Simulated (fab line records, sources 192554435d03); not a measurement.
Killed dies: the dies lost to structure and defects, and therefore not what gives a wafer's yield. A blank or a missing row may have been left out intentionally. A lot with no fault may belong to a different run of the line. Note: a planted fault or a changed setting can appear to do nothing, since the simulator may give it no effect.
Which tool was responsible? || flow n5 finfet || 14 lots with 41 wafers sampled at 6 steps, on a route of 1938 steps

== WHAT EACH GAUGE READ, for each wafer ==
N5_SD_EPI_N_CD_MEAS_09: target cd 120 nm.
{"lot": "L850", "measured": "day 3 12:04", "on": "cd sem-02", "cd nm (nm)": "120.5 119.1 119.4"}
{"lot": "L851", "measured": "day 3 19:58", "on": "cd sem-02", "cd nm (nm)": "119.4 120.6 119.3"}
{"lot": "L852", "measured": "day 4 01:11", "on": "cd sem-01", "cd nm (nm)": "119.1 119.1 119.3"}
{"lot": "L853", "measured": "day 4 09:07", "on": "cd sem-01", "cd nm (nm)": "118.9 119.9 119.9"}
{"lot": "L854", "measured": "day 4 15:48", "on": "cd sem-02", "cd nm (nm)": "119.2 119.3"}
{"lot": "L855", "measured": "day 4 22:19", "on": "cd sem-01", "cd nm (nm)": "119.8 118.8 120.6"}
{"lot": "L859", "measured": "day 5 20:07", "on": "cd sem-03", "cd nm (nm)": "59.6 119.8 60.8"}
{"lot": "L860", "measured": "day 6 02:35", "on": "cd sem-03", "cd nm (nm)": "119.9 119.5 120.6"}
{"lot": "L862", "measured": "day 6 13:11", "on": "cd sem-02", "cd nm (nm)": "60.4 121.0 60.7"}
{"lot": "L863", "measured": "day 6 21:01", "on": "cd sem-02", "cd nm (nm)": "121.6 120.3 120.0"}
{"lot": "L864", "measured": "day 6 23:53", "on": "cd sem-03", "cd nm (nm)": "120.8 120.7 120.4"}
{"lot": "L865", "measured": "day 7 05:37", "on": "cd sem-02", "cd nm (nm)": "119.1 119.5 120.6"}
{"lot": "L866", "measured": "day 7 11:23", "on": "cd sem-03", "cd nm (nm)": "119.5 120.3 120.1"}
{"lot": "L867", "measured": "day 7 18:44", "on": "cd sem-01", "cd nm (nm)": "119.3 119.1 119.3"}

N5_BEOL_M4_RC_MEAS_101.
{"lot": "L850", "measured": "day 8 10:56", "on": "prober-02", "DIBL_N (mV/V)": "37.5 38.5 35.5", "DIBL_P (mV/V)": "36.4 38.3 34.8", "IOFF_N (nA/um)": "0.161 0.195 0.131", "IOFF_P (nA/um)": "0.23 0.27 0.20", "ION_N (uA/um)": "675 690 665", "ION_P (uA/um)": "467 474 465", "SS_N (mV/dec)": "71.4 72.0 71.7", "SS_P (mV/dec)": "73.3 73.9 73.3", "VT_N (mV)": "249 244 251", "VT_P (mV)": "-247 -245 -248"}
{"lot": "L851", "measured": "day 8 10:41", "on": "prober-01", "DIBL_N (mV/V)": "34.4 37.0 36.8", "DIBL_P (mV/V)": "31.2 34.5 34.3", "IOFF_N (nA/um)": "0.096 0.137 0.137", "IOFF_P (nA/um)": "0.13 0.18 0.18", "ION_N (uA/um)": "655 672 669", "ION_P (uA/um)": "449 458 458", "SS_N (mV/dec)": "70.5 71.1 71.2", "SS_P (mV/dec)": "72.3 73.2 73.1", "VT_N (mV)": "261 253 251", "VT_P (mV)": "-260 -254 -255"}
{"lot": "L852", "measured": "day 9 07:46", "on": "prober-01", "DIBL_N (mV/V)": "33.9 34.9 34.1", "DIBL_P (mV/V)": "34.8 35.9 35.4", "IOFF_N (nA/um)": "0.122 0.143 0.125", "IOFF_P (nA/um)": "0.16 0.17 0.16", "ION_N (uA/um)": "670 674 665", "ION_P (uA/um)": "457 452 459", "SS_N (mV/dec)": "70.9 70.7 71.5", "SS_P (mV/dec)": "72.9 73.0 72.6", "VT_N (mV)": "250 251 251", "VT_P (mV)": "-254 -252 -256"}
{"lot": "L853", "measured": "day 9 10:22", "on": "prober-02", "DIBL_N (mV/V)": "36.1 36.7 36.1", "DIBL_P (mV/V)": "34.1 34.2 35.3", "IOFF_N (nA/um)": "0.143 0.153 0.155", "IOFF_P (nA/um)": "0.20 0.20 0.22", "ION_N (uA/um)": "678 659 664", "ION_P (uA/um)": "465 449 461", "SS_N (mV/dec)": "71.3 71.6 70.4", "SS_P (mV/dec)": "73.3 73.1 73.9", "VT_N (mV)": "251 249 248", "VT_P (mV)": "-249 -247 -247"}
{"lot": "L854", "measured": "day 10 03:01", "on": "prober-02", "DIBL_N (mV/V)": "36.8 37.5", "DIBL_P (mV/V)": "38.6 38.5", "IOFF_N (nA/um)": "0.155 0.170", "IOFF_P (nA/um)": "0.19 0.20", "ION_N (uA/um)": "678 676", "ION_P (uA/um)": "459 463", "SS_N (mV/dec)": "71.0 70.9", "SS_P (mV/dec)": "73.4 73.9", "VT_N (mV)": "252 251", "VT_P (mV)": "-252 -254"}
{"lot": "L855", "measured": "day 9 17:10", "on": "prober-02", "DIBL_N (mV/V)": "37.0 37.5 35.0", "DIBL_P (mV/V)": "36.6 37.7 33.7", "IOFF_N (nA/um)": "0.143 0.146 0.112", "IOFF_P (nA/um)": "0.19 0.19 0.14", "ION_N (uA/um)": "670 665 661", "ION_P (uA/um)": "459 453 450", "SS_N (mV/dec)": "71.6 71.9 71.4", "SS_P (mV/dec)": "73.8 74.1 72.9", "VT_N (mV)": "252 254 256", "VT_P (mV)": "-255 -255 -259"}
{"lot": "L859", "measured": "day 11 00:23", "on": "prober-02", "DIBL_N (mV/V)": 36.5, "DIBL_P (mV/V)": 35.2, "IOFF_N (nA/um)": 0.167, "IOFF_P (nA/um)": 0.21, "ION_N (uA/um)": 681, "ION_P (uA/um)": 466, "SS_N (mV/dec)": 72.1, "SS_P (mV/dec)": 72.9, "VT_N (mV)": 251, "VT_P (mV)": -246}
{"lot": "L860", "measured": "day 10 20:46", "on": "prober-01", "DIBL_N (mV/V)": "37.1 34.2 35.5", "DIBL_P (mV/V)": "37.8 34.8 36.5", "IOFF_N (nA/um)": "0.177 0.128 0.145", "IOFF_P (nA/um)": "0.23 0.18 0.20", "ION_N (uA/um)": "667 677 672", "ION_P (uA/um)": "458 467 459", "SS_N (mV/dec)": "71.3 71.8 71.3", "SS_P (mV/dec)": "74.7 73.7 74.1", "VT_N (mV)": "248 252 251", "VT_P (mV)": "-248 -250 -253"}
{"lot": "L862", "measured": "day 11 06:38", "on": "prober-01", "DIBL_N (mV/V)": 35.6, "DIBL_P (mV/V)": 35.4, "IOFF_N (nA/um)": 0.143, "IOFF_P (nA/um)": 0.20, "ION_N (uA/um)": 667, "ION_P (uA/um)": 464, "SS_N (mV/dec)": 71.7, "SS_P (mV/dec)": 73.0, "VT_N (mV)": 253, "VT_P (mV)": -251}
{"lot": "L863", "measured": "day 11 21:38", "on": "prober-02", "DIBL_N (mV/V)": "35.2 38.9 35.4", "DIBL_P (mV/V)": "36.2 40.1 35.7", "IOFF_N (nA/um)": "0.142 0.205 0.134", "IOFF_P (nA/um)": "0.20 0.27 0.20", "ION_N (uA/um)": "675 687 658", "ION_P (uA/um)": "461 475 456", "SS_N (mV/dec)": "71.5 72.3 71.5", "SS_P (mV/dec)": "73.4 74.0 72.7", "VT_N (mV)": "250 245 250", "VT_P (mV)": "-252 -247 -251"}
{"lot": "L864", "measured": "day 11 23:43", "on": "prober-01", "DIBL_N (mV/V)": "37.7 36.0 36.5", "DIBL_P (mV/V)": "38.6 35.8 38.0", "IOFF_N (nA/um)": "0.218 0.172 0.196", "IOFF_P (nA/um)": "0.29 0.23 0.28", "ION_N (uA/um)": "700 676 706", "ION_P (uA/um)": "484 465 489", "SS_N (mV/dec)": "72.0 71.6 72.4", "SS_P (mV/dec)": "74.3 72.8 73.7", "VT_N (mV)": "244 245 245", "VT_P (mV)": "-243 -248 -243"}
{"lot": "L865", "measured": "day 12 20:54", "on": "prober-01", "DIBL_N (mV/V)": "34.6 36.3 35.0", "DIBL_P (mV/V)": "35.8 37.8 36.7", "IOFF_N (nA/um)": "0.160 0.185 0.175", "IOFF_P (nA/um)": "0.20 0.24 0.22", "ION_N (uA/um)": "672 692 701", "ION_P (uA/um)": "456 470 472", "SS_N (mV/dec)": "71.6 71.3 71.0", "SS_P (mV/dec)": "73.2 73.8 73.5", "VT_N (mV)": "247 245 246", "VT_P (mV)": "-250 -250 -250"}
{"lot": "L866", "measured": "day 12 07:54", "on": "prober-02", "DIBL_N (mV/V)": "35.5 34.3 34.1", "DIBL_P (mV/V)": "37.1 37.2 36.0", "IOFF_N (nA/um)": "0.182 0.175 0.154", "IOFF_P (nA/um)": "0.24 0.24 0.21", "ION_N (uA/um)": "682 694 675", "ION_P (uA/um)": "460 471 460", "SS_N (mV/dec)": "71.9 71.1 71.2", "SS_P (mV/dec)": "73.3 72.5 72.7", "VT_N (mV)": "247 245 250", "VT_P (mV)": "-247 -250 -248"}
{"lot": "L867", "measured": "day 12 21:50", "on": "prober-02", "DIBL_N (mV/V)": "36.3 36.0 35.3", "DIBL_P (mV/V)": "38.6 39.4 37.1", "IOFF_N (nA/um)": "0.179 0.177 0.159", "IOFF_P (nA/um)": "0.24 0.26 0.22", "ION_N (uA/um)": "677 689 683", "ION_P (uA/um)": "463 477 462", "SS_N (mV/dec)": "71.6 71.5 71.4", "SS_P (mV/dec)": "73.8 73.7 73.4", "VT_N (mV)": "247 248 251", "VT_P (mV)": "-249 -248 -249"}

== EACH LOT AND THE TOOL THAT RAN IT (in order: tool; ch and the chambers of the sampled wafers; start) ==
{"lot": "L850", "N5_DUMMY_GATE_STRIP_41": "rie diel-06 ch 0,1,2, day 3 10:22", "N5_DUMMY_GATE_ETCH_44": "rie si-06 ch 0,1,2, day 3 10:40", "N5_SPACER0_ALD_07": "ald sin-03 ch 0,2,3, day 3 11:05", "N5_SD_EPI_N_PEB_07": "litho track-01 ch 0, day 3 11:59"}
{"lot": "L851", "N5_DUMMY_GATE_STRIP_41": "rie diel-05 ch 0,2,3, day 3 18:11", "N5_DUMMY_GATE_ETCH_44": "rie si-05 ch 0,2,3, day 3 18:29", "N5_SPACER0_ALD_07": "ald sin-04 ch 0,2,3, day 3 18:59", "N5_SD_EPI_N_PEB_07": "litho track-02 ch 0, day 3 19:53"}
{"lot": "L852", "N5_DUMMY_GATE_STRIP_41": "rie diel-05 ch 1,2, day 3 23:33", "N5_DUMMY_GATE_ETCH_44": "rie si-01 ch 0,3, day 3 23:50", "N5_SPACER0_ALD_07": "ald sin-03 ch 1,2, day 4 00:21", "N5_SD_EPI_N_PEB_07": "litho track-03 ch 0, day 4 01:08"}
{"lot": "L853", "N5_DUMMY_GATE_STRIP_41": "rie diel-01 ch 0,2, day 4 07:24", "N5_DUMMY_GATE_ETCH_44": "rie si-05 ch 0,1,2, day 4 07:41", "N5_SPACER0_ALD_07": "ald sin-03 ch 0,1,2, day 4 08:08", "N5_SD_EPI_N_PEB_07": "litho track-01 ch 0, day 4 09:02"}
{"lot": "L854", "N5_DUMMY_GATE_STRIP_41": "rie diel-06 ch 2,3, day 4 13:06", "N5_DUMMY_GATE_ETCH_44": "rie si-01 ch 0,3, day 4 13:25", "N5_SPACER0_ALD_07": "ald sin-03 ch 2,3, day 4 14:54", "N5_SD_EPI_N_PEB_07": "litho track-03 ch 0, day 4 15:44"}
{"lot": "L855", "N5_DUMMY_GATE_STRIP_41": "rie diel-01 ch 0,3, day 4 20:44", "N5_DUMMY_GATE_ETCH_44": "rie si-05 ch 0,1, day 4 21:02", "N5_SPACER0_ALD_07": "ald sin-03 ch 0,2,3, day 4 21:28", "N5_SD_EPI_N_PEB_07": "litho track-03 ch 0, day 4 22:15"}
{"lot": "L859", "N5_DUMMY_GATE_STRIP_41": "rie diel-01 ch 0,3, day 5 18:25", "N5_DUMMY_GATE_ETCH_44": "rie si-05 ch 2,3, day 5 18:42", "N5_SPACER0_ALD_07": "ald sin-01 ch 0,2, day 5 19:08", "N5_SD_EPI_N_PEB_07": "litho track-01 ch 0, day 5 20:02"}
{"lot": "L860", "N5_DUMMY_GATE_STRIP_41": "rie diel-01 ch 0,2,3, day 6 00:46", "N5_DUMMY_GATE_ETCH_44": "rie si-05 ch 0,1,2, day 6 01:04", "N5_SPACER0_ALD_07": "ald sin-04 ch 0,1,3, day 6 01:37", "N5_SD_EPI_N_PEB_07": "litho track-02 ch 0, day 6 02:31"}
{"lot": "L862", "N5_DUMMY_GATE_STRIP_41": "rie diel-05 ch 0,1,3, day 6 11:37", "N5_DUMMY_GATE_ETCH_44": "rie si-05 ch 0,1,2, day 6 11:55", "N5_SPACER0_ALD_07": "ald sin-01 ch 1,2, day 6 12:20", "N5_SD_EPI_N_PEB_07": "litho track-01 ch 0, day 6 13:07"}
{"lot": "L863", "N5_DUMMY_GATE_STRIP_41": "rie diel-06 ch 0,2,3, day 6 19:20", "N5_DUMMY_GATE_ETCH_44": "rie si-06 ch 0,2,3, day 6 19:38", "N5_SPACER0_ALD_07": "ald sin-04 ch 0,2,3, day 6 20:10", "N5_SD_EPI_N_PEB_07": "litho track-02 ch 0, day 6 20:56"}
{"lot": "L864", "N5_DUMMY_GATE_STRIP_41": "rie diel-06 ch 0,2,3, day 6 22:07", "N5_DUMMY_GATE_ETCH_44": "rie si-06 ch 0,2,3, day 6 22:25", "N5_SPACER0_ALD_07": "ald sin-03 ch 0,2,3, day 6 23:02", "N5_SD_EPI_N_PEB_07": "litho track-03 ch 0, day 6 23:49"}
{"lot": "L865", "N5_DUMMY_GATE_STRIP_41": "rie diel-05 ch 1,2,3, day 7 04:04", "N5_DUMMY_GATE_ETCH_44": "rie si-05 ch 0,2,3, day 7 04:21", "N5_SPACER0_ALD_07": "ald sin-01 ch 0,1,3, day 7 04:47", "N5_SD_EPI_N_PEB_07": "litho track-03 ch 0, day 7 05:33"}
{"lot": "L866", "N5_DUMMY_GATE_STRIP_41": "rie diel-05 ch 2,3, day 7 09:44", "N5_DUMMY_GATE_ETCH_44": "rie si-05 ch 0,1,2, day 7 10:01", "N5_SPACER0_ALD_07": "ald sin-04 ch 0,2,3, day 7 10:37", "N5_SD_EPI_N_PEB_07": "litho track-03 ch 0, day 7 11:19"}
{"lot": "L867", "N5_DUMMY_GATE_STRIP_41": "rie diel-06 ch 0,3, day 7 16:28", "N5_DUMMY_GATE_ETCH_44": "rie si-01 ch 0,1,3, day 7 16:51", "N5_SPACER0_ALD_07": "ald sin-03 ch 0,1,2, day 7 17:47", "N5_SD_EPI_N_PEB_07": "litho track-03 ch 0, day 7 18:40"}
- N5_DUMMY_GATE_STRIP_41: strips in O2.
- N5_DUMMY_GATE_ETCH_44: etches poly-Si in HBr/O2, stops on SiO2, target depth 127.5 nm.
- N5_SPACER0_ALD_07: deposits SiNx, target thk 2 nm.
- N5_SD_EPI_N_PEB_07: peb time 60 s.

== WHAT THE TOOLS THEMSELVES READ (means of the sampled wafers that have a number; where no wafer has one, the mark that the record gives instead) ==
N5_DUMMY_GATE_STRIP_41.
{"lot": "L850", "tool": "rie diel-06", "drypump motor current A (A)": 5.55, "oes product au (a.u.)": 0.74, "rf vpp V (V)": 3.6, "showerhead plenum p Torr (Torr)": 2.14, "throttle valve pct (%)": 16.69}
{"lot": "L851", "tool": "rie diel-05", "drypump motor current A (A)": 5.70, "oes product au (a.u.)": 0.80, "rf vpp V (V)": 3.7, "showerhead plenum p Torr (Torr)": 2.14, "throttle valve pct (%)": 16.63}
{"lot": "L852", "tool": "rie diel-05", "drypump motor current A (A)": 5.46, "oes product au (a.u.)": 0.88, "rf vpp V (V)": 3.8, "showerhead plenum p Torr (Torr)": 2.13, "throttle valve pct (%)": 16.46}
{"lot": "L853", "tool": "rie diel-01", "drypump motor current A (A)": 5.53, "oes product au (a.u.)": 0.69, "rf vpp V (V)": 4.4, "showerhead plenum p Torr (Torr)": 2.13, "throttle valve pct (%)": 16.82}
{"lot": "L854", "tool": "rie diel-06", "drypump motor current A (A)": 5.44, "oes product au (a.u.)": 0.81, "rf vpp V (V)": 3.3, "showerhead plenum p Torr (Torr)": 2.08, "throttle valve pct (%)": 16.68}
{"lot": "L855", "tool": "rie diel-01", "drypump motor current A (A)": 5.84, "oes product au (a.u.)": 0.73, "rf vpp V (V)": 4.1, "showerhead plenum p Torr (Torr)": 2.16, "throttle valve pct (%)": 16.58}
{"lot": "L859", "tool": "rie diel-01", "drypump motor current A (A)": 5.96, "oes product au (a.u.)": 0.70, "rf vpp V (V)": 3.3, "showerhead plenum p Torr (Torr)": 2.17, "throttle valve pct (%)": 16.87}
{"lot": "L860", "tool": "rie diel-01", "drypump motor current A (A)": 5.72, "oes product au (a.u.)": 0.71, "rf vpp V (V)": 3.6, "showerhead plenum p Torr (Torr)": 2.14, "throttle valve pct (%)": 16.71}
{"lot": "L862", "tool": "rie diel-05", "drypump motor current A (A)": 5.61, "oes product au (a.u.)": 0.76, "rf vpp V (V)": 3.8, "showerhead plenum p Torr (Torr)": 2.13, "throttle valve pct (%)": 16.63}
{"lot": "L863", "tool": "rie diel-06", "drypump motor current A (A)": 5.56, "oes product au (a.u.)": 0.78, "rf vpp V (V)": 4.0, "showerhead plenum p Torr (Torr)": 2.10, "throttle valve pct (%)": 16.67}
{"lot": "L864", "tool": "rie diel-06", "drypump motor current A (A)": 5.55, "oes product au (a.u.)": 0.77, "rf vpp V (V)": 3.2, "showerhead plenum p Torr (Torr)": 2.10, "throttle valve pct (%)": 16.67}
{"lot": "L865", "tool": "rie diel-05", "drypump motor current A (A)": 5.46, "oes product au (a.u.)": 0.79, "rf vpp V (V)": 3.5, "showerhead plenum p Torr (Torr)": 2.11, "throttle valve pct (%)": 16.63}
{"lot": "L866", "tool": "rie diel-05", "drypump motor current A (A)": 5.53, "oes product au (a.u.)": 0.80, "rf vpp V (V)": 4.1, "showerhead plenum p Torr (Torr)": 2.11, "throttle valve pct (%)": 16.66}
{"lot": "L867", "tool": "rie diel-06", "drypump motor current A (A)": 5.65, "oes product au (a.u.)": 0.77, "rf vpp V (V)": 3.5, "showerhead plenum p Torr (Torr)": 2.11, "throttle valve pct (%)": 16.59}

N5_DUMMY_GATE_ETCH_44.
{"lot": "L850", "tool": "rie si-06", "O2_flow_sccm (sccm)": 10.018, "drypump motor current A (A)": 6.1, "oes product au (a.u.)": 0.724, "throttle valve pct (%)": 18.25}
{"lot": "L851", "tool": "rie si-05", "O2_flow_sccm (sccm)": 9.998, "drypump motor current A (A)": 5.9, "oes product au (a.u.)": 0.718, "throttle valve pct (%)": 18.50}
{"lot": "L852", "tool": "rie si-01", "O2_flow_sccm (sccm)": 10.034, "drypump motor current A (A)": 6.2, "oes product au (a.u.)": 0.740, "throttle valve pct (%)": 18.17}
{"lot": "L853", "tool": "rie si-05", "O2_flow_sccm (sccm)": 9.988, "drypump motor current A (A)": 5.7, "oes product au (a.u.)": 0.730, "throttle valve pct (%)": 18.42}
{"lot": "L854", "tool": "rie si-01", "O2_flow_sccm (sccm)": 10.017, "drypump motor current A (A)": 6.1, "oes product au (a.u.)": 0.738, "throttle valve pct (%)": 18.29}
{"lot": "L855", "tool": "rie si-05", "O2_flow_sccm (sccm)": 10.016, "drypump motor current A (A)": 6.0, "oes product au (a.u.)": 0.726, "throttle valve pct (%)": 18.53}
{"lot": "L859", "tool": "rie si-05", "O2_flow_sccm (sccm)": 9.991, "drypump motor current A (A)": 5.6, "oes product au (a.u.)": 0.728, "throttle valve pct (%)": 18.40}
{"lot": "L860", "tool": "rie si-05", "O2_flow_sccm (sccm)": 9.995, "drypump motor current A (A)": 5.8, "oes product au (a.u.)": 0.721, "throttle valve pct (%)": 18.41}
{"lot": "L862", "tool": "rie si-05", "O2_flow_sccm (sccm)": 9.982, "drypump motor current A (A)": 5.8, "oes product au (a.u.)": 0.724, "throttle valve pct (%)": 18.41}
{"lot": "L863", "tool": "rie si-06", "O2_flow_sccm (sccm)": 9.988, "drypump motor current A (A)": 5.9, "oes product au (a.u.)": 0.738, "throttle valve pct (%)": 18.36}
{"lot": "L864", "tool": "rie si-06", "O2_flow_sccm (sccm)": 10.019, "drypump motor current A (A)": 6.0, "oes product au (a.u.)": 0.732, "throttle valve pct (%)": 18.36}
{"lot": "L865", "tool": "rie si-05", "O2_flow_sccm (sccm)": 10.015, "drypump motor current A (A)": 5.9, "oes product au (a.u.)": 0.717, "throttle valve pct (%)": 18.50}
{"lot": "L866", "tool": "rie si-05", "O2_flow_sccm (sccm)": 10.012, "drypump motor current A (A)": 5.8, "oes product au (a.u.)": 0.732, "throttle valve pct (%)": 18.41}
{"lot": "L867", "tool": "rie si-01", "O2_flow_sccm (sccm)": 9.989, "drypump motor current A (A)": 6.2, "oes product au (a.u.)": 0.733, "throttle valve pct (%)": 18.37}

N5_SPACER0_ALD_07.
{"lot": "L850", "tool": "ald sin-03", "heater power w (W)": 903}
{"lot": "L851", "tool": "ald sin-04", "heater power w (W)": 861}
{"lot": "L852", "tool": "ald sin-03", "heater power w (W)": 777}
{"lot": "L853", "tool": "ald sin-03", "heater power w (W)": 813}
{"lot": "L854", "tool": "ald sin-03", "heater power w (W)": 924}
{"lot": "L855", "tool": "ald sin-03", "heater power w (W)": 912}
{"lot": "L859", "tool": "ald sin-01", "heater power w (W)": 992}
{"lot": "L860", "tool": "ald sin-04", "heater power w (W)": 817}
{"lot": "L862", "tool": "ald sin-01", "heater power w (W)": 987}
{"lot": "L863", "tool": "ald sin-04", "heater power w (W)": 871}
{"lot": "L864", "tool": "ald sin-03", "heater power w (W)": 900}
{"lot": "L865", "tool": "ald sin-01", "heater power w (W)": 861}
{"lot": "L866", "tool": "ald sin-04", "heater power w (W)": 881}
{"lot": "L867", "tool": "ald sin-03", "heater power w (W)": 818}

N5_SD_EPI_N_PEB_07.
{"lot": "L850", "tool": "litho track-01", "heater power total W (W)": 175.6}
{"lot": "L851", "tool": "litho track-02", "heater power total W (W)": 174.4}
{"lot": "L852", "tool": "litho track-03", "heater power total W (W)": 176.6}
{"lot": "L853", "tool": "litho track-01", "heater power total W (W)": 176.3}
{"lot": "L854", "tool": "litho track-03", "heater power total W (W)": 175.5}
{"lot": "L855", "tool": "litho track-03", "heater power total W (W)": 176.1}
{"lot": "L859", "tool": "litho track-01", "heater power total W (W)": 306.3}
{"lot": "L860", "tool": "litho track-02", "heater power total W (W)": 175.6}
{"lot": "L862", "tool": "litho track-01", "heater power total W (W)": 306.0}
{"lot": "L863", "tool": "litho track-02", "heater power total W (W)": 175.9}
{"lot": "L864", "tool": "litho track-03", "heater power total W (W)": 174.3}
{"lot": "L865", "tool": "litho track-03", "heater power total W (W)": 176.4}
{"lot": "L866", "tool": "litho track-03", "heater power total W (W)": 175.7}
{"lot": "L867", "tool": "litho track-03", "heater power total W (W)": 175.9}

== THE ANSWER, worked out from the rows above alone ==
Rule: the lots themselves supply what counts as usual. The widest of any qualifying gaps counts: lots, ordered by their means at a reading, are off when they make up no more than a third of the lots, leave a main group of 4 or more, and stand apart from it by 3 or more times the standard deviation of that group's means. If all means in a main group match to the digits the tables above print for the reading, that group is not used. Also off: a lot with no number at a reading for which 4 or more lots have one. The other lots that the step has rows for count as sound. The gauges are gone through in route order, then the tools' own readings, and for those a lot's mean is taken as printed above. At the first step where some lot is off, the reading lying furthest off is the one used; lots without a number count as furthest.
Off: L859, L862 (N5_SD_EPI_N_CD_MEAS_09, cd nm). Main group: mean 119.8 nm, sd 0.46.
A tool fits if, at a process step before that reading, it ran every lot that is off, and no sound lot after the first of them. Not tried: the gauges at N5_SD_EPI_N_CD_MEAS_09; whatever is off there is also off at N5_SD_EPI_N_PEB_07, on other tools, and gauge error can't account for it. One candidate fits, namely litho track-01 at N5_SD_EPI_N_PEB_07. A fault onset in the window from L853 (day 4 09:02, its last sound lot) to L859 (day 5 20:02, its first lot off) fits.
On the lots that are off, the tool's own readings at N5_SD_EPI_N_PEB_07 differ by more than 5 times the standard deviation of the sound lots' means, which bears it out; heater power total W reads 306.1 W there versus 175.7 W on the sound lots.

== WHAT THE SIMULATOR PUT IN ==
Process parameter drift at N5_SD_EPI_N_PEB_07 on litho track-01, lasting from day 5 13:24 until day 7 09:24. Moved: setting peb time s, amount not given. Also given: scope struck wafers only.
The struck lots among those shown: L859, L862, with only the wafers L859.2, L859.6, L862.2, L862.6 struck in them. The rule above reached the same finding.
